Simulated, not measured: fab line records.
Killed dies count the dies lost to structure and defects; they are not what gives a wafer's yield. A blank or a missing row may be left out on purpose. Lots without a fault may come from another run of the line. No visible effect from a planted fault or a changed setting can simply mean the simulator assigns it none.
Which tool did it? | flow nandHarc | 37 wafers from 13 lots sampled at 6 of the route's 1302 steps

== WHAT THE GAUGES SHOWED, per wafer ==
NHARC_A_DECK1_JOINT_THK_MEAS_17: measures by ellipsometry. Usual: thkNm reads 45.1 nm (standard deviation 1.3).
lot  | measured     | on           | thkNm (nm)     | flag
L911 | day 12 18:07 | filmMetro-01 | 42.7 45.4 45.0 | 
L914 | day 14 02:13 | filmMetro-02 | 42.8 43.9 47.2 | 
L913 | day 14 02:08 | filmMetro-01 | 46.0 46.1 46.9 | 
L915 | day 14 10:41 | filmMetro-02 | 43.8 44.3 44.6 | 
L918 | day 15 14:20 | filmMetro-01 | 42.2           | 
L919 | day 16 07:14 | filmMetro-01 | 43.6 43.7 46.3 | 
L925 | day 18 10:31 | filmMetro-01 | 46.0 45.4 43.0 | 
L926 | day 19 04:07 | filmMetro-02 | 46.2 46.1 46.3 | 
L927 | day 19 10:11 | filmMetro-02 | 47.0 46.4 43.8 | 
L929 | day 20 00:18 | filmMetro-02 | 45.4 46.2 44.9 | 
L928 | day 20 00:26 | filmMetro-01 | 44.2 46.6 45.9 | 
L931 | day 21 05:59 | filmMetro-02 | 44.1 44.3 45.6 | 
L933 | day 21 19:31 | filmMetro-01 | 44.0 43.9 44.2 | 

NHARC_A_ONON_D2_THK_MEAS_21: measures by ellipsometry. Usual: thkNm reads 1001 nm (standard deviation 11).
lot  | measured     | on           | thkNm (nm)                    | flag
L911 | day 13 04:56 | filmMetro-02 | 1015 1012 1015                | 
L914 | day 14 15:23 | filmMetro-02 | 1013 1015 1014                | 
L913 | day 14 15:23 | filmMetro-01 | 981 982 983                   | 
L915 | day 14 22:44 | filmMetro-02 | 989 990 989                   | 
L918 | day 16 01:07 | filmMetro-01 | 1400 1399                     | OFF
L919 | day 16 18:01 | filmMetro-01 | 1398 1004 1399 1401 1004 1400 | OFF
L925 | day 18 21:44 | filmMetro-01 | 991 990 990                   | 
L926 | day 19 15:27 | filmMetro-01 | 983 984 984                   | 
L927 | day 19 21:02 | filmMetro-01 | 1005 1005 1005                | 
L929 | day 20 14:24 | filmMetro-02 | 1006 1005 1004                | 
L928 | day 20 14:23 | filmMetro-02 | 1012 1013 1015                | 
L931 | day 21 17:08 | filmMetro-01 | 997 998 999                   | 
L933 | day 22 08:38 | filmMetro-02 | 1016 1016 1015                | 

NHARC_END_SORT_01. Usual: killedAtArray 53, standard deviation 20; killedAtOther 1, standard deviation 1.2; killedAtPeriphery 3.7, standard deviation 2.6; killedDies 58, standard deviation 20; killedOpen 3.5, standard deviation 1.8; killedShort 2.4, standard deviation 1.7.
lot  | measured     | on        | killedAtArray | killedAtOther | killedAtPeriphery | killedDies | killedOpen | killedShort | flag
L911 | day 24 12:27 | prober-01 | 39 47 52      | 0 0 0         | 0 6 2             | 39 53 54   | 1 5 4      | 1 4 6       | 
L914 | day 26 11:01 | prober-01 | 103 81 86     | 2 1 3         | 6 5 4             | 111 87 93  | 3 2 7      | 2 2 1       | 
L913 | day 26 02:22 | prober-01 | 25 34 35      | 0 0 1         | 2 1 3             | 27 35 39   | 0 3 3      | 1 2 3       | 
L915 | day 26 02:25 | prober-02 | 53 46 49      | 3 2 3         | 3 5 4             | 59 53 56   | 1 2 6      | 3 6 1       | 
L918 | day 29 10:01 | prober-02 | 673           | 1             | 3                 | 677        | 3          | 6           | OFF
L919 | day 28 06:10 | prober-01 | 675 37 673    | 1 2 3         | 1 2 1             | 677 41 677 | 6 0 4      | 0 4 1       | OFF
L925 | day 30 01:25 | prober-02 | 75 63 85      | 3 3 1         | 4 3 5             | 82 69 91   | 6 7 4      | 3 6 3       | 
L926 | day 31 06:31 | prober-02 | 44 34 35      | 1 1 1         | 5 6 3             | 50 41 39   | 3 4 5      | 3 2 2       | 
L927 | day 31 05:44 | prober-01 | 61 75 72      | 0 0 1         | 0 1 3             | 61 76 76   | 1 1 7      | 3 1 2       | 
L929 | day 31 17:59 | prober-02 | 27 57 26      | 0 1 1         | 0 2 1             | 27 60 28   | 4 5 4      | 0 3 3       | 
L928 | day 31 19:31 | prober-01 | 55 43 44      | 2 0 0         | 4 2 2             | 61 45 46   | 2 4 3      | 2 0 0       | 
L931 | day 33 05:23 | prober-02 | 25 32 25      | 6 0 1         | 7 4 9             | 38 36 35   | 5 7 3      | 2 0 5       | 
L933 | day 33 05:26 | prober-01 | 56 55 42      | 2 1 0         | 11 4 7            | 69 60 49   | 5 4 4      | 2 0 1       | 

== WHICH TOOL RAN EACH LOT (tool, then ch and the chambers of the sampled wafers, then the start) ==
lot  | NHARC_A_DECK1_JOINT_ETCHBACK_00 | NHARC_A_ONON_D2_DEP_19          | NHARC_A_CHANNEL_HOLE_D2_DEP_01
L911 | rieSi-04 ch 0,2,3, day 11 19:14 | pecvdOnon-03 ch 0, day 13 04:28 | pecvd-03 ch 0,1,2, day 13 11:38
L914 | rieSi-04 ch 1,2, day 13 03:13   | pecvdOnon-03 ch 0, day 14 14:59 | pecvd-04 ch 0,1,2, day 14 19:44
L913 | rieSi-01 ch 0,2,3, day 13 03:14 | pecvdOnon-01 ch 0, day 14 14:56 | pecvd-03 ch 0,1,2, day 14 19:42
L915 | rieSi-06 ch 0,2,3, day 13 11:26 | pecvdOnon-03 ch 0, day 14 22:16 | pecvd-03 ch 0,1, day 15 03:22
L918 | rieSi-06 ch 2, day 14 12:07     | pecvdOnon-03 ch 0, day 16 00:40 | -
L919 | rieSi-01 ch 0,1,3, day 15 07:52 | pecvdOnon-03 ch 0, day 16 17:34 | pecvd-03 ch 2, day 17 00:21
L925 | rieSi-01 ch 0,2,3, day 17 11:26 | pecvdOnon-04 ch 0, day 18 21:16 | pecvd-04 ch 0,1,2, day 19 03:55
L926 | rieSi-06 ch 0,3, day 17 23:07   | pecvdOnon-01 ch 0, day 19 15:07 | pecvd-03 ch 0,1,2, day 19 22:28
L927 | rieSi-01 ch 1,3, day 18 11:51   | pecvdOnon-04 ch 0, day 19 20:38 | pecvd-03 ch 0,1,2, day 20 02:13
L929 | rieSi-04 ch 2,3, day 18 23:18   | pecvdOnon-01 ch 0, day 20 13:54 | pecvd-02 ch 1,2, day 20 18:43
L928 | rieSi-01 ch 0,3, day 18 23:19   | pecvdOnon-03 ch 0, day 20 13:59 | pecvd-04 ch 0,2, day 20 18:39
L931 | rieSi-04 ch 0,1,3, day 20 04:30 | pecvdOnon-01 ch 0, day 21 16:38 | pecvd-03 ch 0,1,2, day 21 21:25
L933 | rieSi-04 ch 0,2,3, day 20 20:04 | pecvdOnon-01 ch 0, day 22 08:08 | pecvd-02 ch 0,2, day 22 12:57
- NHARC_A_DECK1_JOINT_ETCHBACK_00: etches the open film in HBr, target depth 30 nm, time 17.4 s.
- NHARC_A_ONON_D2_DEP_19: target thk 1000 nm.
- NHARC_A_CHANNEL_HOLE_D2_DEP_01: deposits SiON, target thk 140 nm.

== WHAT THE TOOLS THEMSELVES READ (means of the sampled wafers that have a number; where no wafer has one, the mark that the record gives instead) ==
NHARC_A_DECK1_JOINT_ETCHBACK_00. Usual: drypumpMotorCurrentA 5.5 A, standard deviation 0.35; oesProductAu 1.003 a.u., standard deviation 0.0089; throttleValvePct 23.265 %, standard deviation 0.0089.
lot  | tool     | drypumpMotorCurrentA (A) | oesProductAu (a.u.) | throttleValvePct (%) | flag
L911 | rieSi-04 | 5.3                      | 1.004               | 23.268               | 
L914 | rieSi-04 | 5.3                      | 1.013               | 23.262               | 
L913 | rieSi-01 | 5.7                      | 1.001               | 23.270               | 
L915 | rieSi-06 | 5.7                      | 1.005               | 23.271               | 
L918 | rieSi-06 | 6.1                      | 1.013               | 23.269               | 
L919 | rieSi-01 | 5.6                      | 0.999               | 23.259               | 
L925 | rieSi-01 | 5.8                      | 1.002               | 23.264               | 
L926 | rieSi-06 | 5.4                      | 1.007               | 23.266               | 
L927 | rieSi-01 | 5.7                      | 0.999               | 23.266               | 
L929 | rieSi-04 | 5.1                      | 1.004               | 23.266               | 
L928 | rieSi-01 | 5.7                      | 1.016               | 23.258               | 
L931 | rieSi-04 | 5.5                      | 1.000               | 23.270               | 
L933 | rieSi-04 | 5.3                      | 0.996               | 23.269               | 

NHARC_A_CHANNEL_HOLE_D2_DEP_01. Usual: chamberPressureTorr 3.500 Torr, standard deviation 0.0075; heaterPowerW 817 W, standard deviation 110.
lot  | tool     | chamberPressureTorr (Torr) | heaterPowerW (W) | flag
L911 | pecvd-03 | 3.499                      | 740              | 
L914 | pecvd-04 | 3.495                      | 839              | 
L913 | pecvd-03 | 3.502                      | 763              | 
L915 | pecvd-03 | 3.505                      | 895              | 
L919 | pecvd-03 | 3.518                      | 759              | 
L925 | pecvd-04 | 3.501                      | 851              | 
L926 | pecvd-03 | 3.494                      | 753              | 
L927 | pecvd-03 | 3.500                      | 780              | 
L929 | pecvd-02 | 3.504                      | 793              | 
L928 | pecvd-04 | 3.491                      | 743              | 
L931 | pecvd-03 | 3.493                      | 750              | 
L933 | pecvd-02 | 3.504                      | 858              | 

== THE ANSWER, worked out from the rows above alone ==
Rule: lot off if the mean of its wafers having a number is beyond 3 standard deviations from the usual mean. A lot without any number at a reading at which 4 lots or more have one is off too. All remaining lots with rows at the step are treated as sound. The gauges are gone through in route order, then the tools' own readings, and for those a lot's mean is taken as printed above. At the first step where some lot is off, the reading lying furthest off is the one used; lots without a number count as furthest.
Off: L918, L919 (NHARC_A_ONON_D2_THK_MEAS_21, thkNm).
A tool fits if, at a process step before that reading, it ran every lot that is off, and no sound lot after the first of them. Not tried: the gauges at NHARC_A_ONON_D2_THK_MEAS_21; whatever is off there is also off at NHARC_END_SORT_01, on other tools, and gauge error can't account for it. No candidate that was tried fits.

== WHAT THE SIMULATOR HAD INSERTED ==
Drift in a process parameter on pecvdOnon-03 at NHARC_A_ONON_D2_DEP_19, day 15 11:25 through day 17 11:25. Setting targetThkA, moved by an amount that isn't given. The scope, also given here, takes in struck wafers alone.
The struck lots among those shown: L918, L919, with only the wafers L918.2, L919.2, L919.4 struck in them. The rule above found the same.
